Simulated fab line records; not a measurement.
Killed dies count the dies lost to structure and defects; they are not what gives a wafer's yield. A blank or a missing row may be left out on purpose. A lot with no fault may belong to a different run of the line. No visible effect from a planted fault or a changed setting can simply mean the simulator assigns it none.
A single fault, viewed from 2 desks + flow nand-harc + what lay behind the numbers comes last; until then each desk has only its own

TOOL OWNER'S DESK, pecvd-onon-01
The tool's own readings at NHARC_A_ONON_D1_DEP_25 (target thk 1000 nm): means of the sampled wafers that have a number, for each lot that ran on this tool. Marked OUT: a lot whose mean sits more than 4 standard deviations from the usual mean, which makes it out of limits; the brackets give that distance.
Columns: A = nh3-flow-sccm at NHARC_A_ONON_D1_DEP_25, usual 499.8 sccm
| lot  | first seen here | A     |
|------|-----------------|-------|
| L872 | day 7 20:01     | 498.8 |
| L874 | day 8 09:59     | 500.5 |
| L876 | day 9 00:55     | 500.9 |
| L878 | day 9 20:07     | 499.6 |
| L882 | day 10 13:50    | 497.9 |
| L886 | day 11 06:54    | 498.4 |
| L888 | day 11 22:53    | 500.0 |
This desk's finding: nothing out of limits on any of the 7 lots.

AT THE METROLOGY DESK
Lot by lot, what the gauges showed, no matter which tool ran the lot: averages of those sampled wafers that carry a number. Marked OUT: a lot whose mean sits more than 4 standard deviations from the usual mean, which makes it out of limits; the brackets give that distance.
Columns: A = thk-nm at NHARC_A_SOURCE_PLATE_THK_MEAS_06, usual 199.5 nm; B = thk-nm at NHARC_A_ONON_D1_THK_MEAS_27, usual 997 nm
| lot  | first seen here | A     | B              |
|------|-----------------|-------|----------------|
| L872 | day 7 08:42     | 198.7 | 1000           |
| L874 | day 7 20:49     | 200.6 | 1007           |
| L875 | day 8 13:43     | 200.3 | 994            |
| L876 | day 8 13:43     | 198.7 | 992            |
| L877 | day 8 20:56     | 202.6 | 1001           |
| L878 | day 9 08:46     | 199.0 | 1002           |
| L880 | day 9 13:34     | 197.9 | 991            |
| L881 | day 10 02:09    | 197.5 | 977            |
| L882 | day 10 02:09    | 198.9 | 1164 (+15) OUT |
| L886 | day 10 17:03    | 197.8 | 1246 (+23) OUT |
| L888 | day 11 11:35    | 195.9 | 1233 (+21) OUT |
| L889 | day 11 19:48    | 198.4 | 992            |
| L892 | day 12 01:52    | 199.6 | 987            |
| L893 | day 12 18:54    | 198.4 | 999            |
This desk's finding: out of limits on L882, L886, L888; first on L882, day 10 14:17 (thk-nm at NHARC_A_ONON_D1_THK_MEAS_27). In limits: L872, L874, L875, L876, L877, L878, L880, L881, L889, L892, L893.

PUT TOGETHER
On L882, L886, L888, the metrology desk was in a position to raise an alarm at day 10 14:17.
The desk of the tool owner found nothing out of limits.
On record at the tool owner's desk: L882, L886, L888, within its limits.
Every lot named ran NHARC_A_ONON_D1_DEP_25 on pecvd-onon-01.

WHAT WAS PUT IN BY THE SIMULATOR
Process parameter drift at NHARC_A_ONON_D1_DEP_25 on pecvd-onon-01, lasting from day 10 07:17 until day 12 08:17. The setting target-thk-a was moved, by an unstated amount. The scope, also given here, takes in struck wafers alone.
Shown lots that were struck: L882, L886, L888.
Hours from the fault's start to each desk's first reading out of limits: the metrology desk, 7.
